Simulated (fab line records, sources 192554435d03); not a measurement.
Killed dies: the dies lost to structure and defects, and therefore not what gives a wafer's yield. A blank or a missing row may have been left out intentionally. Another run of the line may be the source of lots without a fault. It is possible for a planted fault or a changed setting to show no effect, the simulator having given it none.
Split-lot trial -- flow n5Finfet -- 21 wafers read from 7 lots, route of 1938 steps

ABOUT THE SPLIT
At N5_MIM_TOP_LITHO_EXPOSE_05 (exposes mask MIM TOP, target cd 2000 nm), the setting doseMj was moved away from the recipe's 20.5 on 4 of the 21 wafers read, by -3.7% to +6.7%. For the rest of the wafers, this setting stayed at what the recipe calls for.

FROM THE SPLIT TO THE READING: what the file shows between them, 3 steps
- N5_MIM_TOP_LITHO_PEB_06
- N5_MIM_TOP_LITHO_DEVELOP_07: develop time 60 s
- N5_MIM_TOP_LITHO_HARDBAKE_09: time 120 s

THE READING
cdNm at N5_MIM_TOP_LITHO_CD_MEAS_08, given in nm (cd target 2000 nm). A value of 1999.9 nm with a standard deviation of 1.3 nm is what fault-free wafers of this fab line usually give.

wafer,"tool, chamber at the split",doseMj as run,against the recipe,"cdNm, nm",against lot-mates on the recipe
L079.1,"krfScanner-01, 0",20.5,recipe,1998.2,-
L079.2,"krfScanner-01, 0",20.04,-2.2%,2004.0,+3.9
L079.5,"krfScanner-01, 0",20.5,recipe,2001.9,-
L081.1,"krfScanner-02, 0",20.5,recipe,1999.9,-
L081.4,"krfScanner-02, 0",20.5,recipe,2001.2,-
L081.5,"krfScanner-02, 0",20.5,recipe,1998.7,-
L082.2,"krfScanner-01, 0",20.5,recipe,1999.4,-
L082.4,"krfScanner-01, 0",21.88,+6.7%,1988.8,-10.8
L082.5,"krfScanner-01, 0",20.5,recipe,1999.8,-
L086.1,"krfScanner-01, 0",20.5,recipe,2000.0,-
L086.5,"krfScanner-01, 0",20.5,recipe,2000.6,-
L086.6,"krfScanner-01, 0",20.5,recipe,2000.6,-
L087.1,"krfScanner-01, 0",20.5,recipe,2000.9,-
L087.2,"krfScanner-01, 0",20.5,recipe,1999.8,-
L087.5,"krfScanner-01, 0",20.5,recipe,2001.5,-
L090.1,"krfScanner-02, 0",19.75,-3.7%,2005.0,+5.8
L090.5,"krfScanner-02, 0",20.5,recipe,1999.2,-
L090.6,"krfScanner-02, 0",19.75,-3.7%,2006.8,+7.6
L096.2,"krfScanner-02, 0",20.5,recipe,1998.9,-
L096.5,"krfScanner-02, 0",20.5,recipe,2000.7,-
L096.6,"krfScanner-02, 0",20.5,recipe,1999.5,-

FIT RESULTS
A straight line over all 21 wafers: cdNm changes by -1.65 nm for each +1% of doseMj; r = -0.96; the points scatter about the line by 0.99 nm.
The same after taking each lot's own level away (the mean of its wafers on the recipe; 21 wafers): -1.69 nm for each +1%; r = -0.97; scatter 0.91 nm.
That fit puts the effect of the largest move of doseMj on the reading at 11 nm.
The span of the lots' own levels, 1999.20 to 2000.73 nm, comes to 1.2 times the standard deviation stated above.
Hence the lot-to-lot level has little effect on the slope; both slopes agree.
Check: with one of the wafers moved furthest among these (+6.7%) left out of the fit, the line predicts -12.3 nm for it against its lot-mates. It came out at -10.8 nm against them.

FILE'S OWN FIT
cdNm changes by -1.66 nm for each +1% of doseMj, r = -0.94.
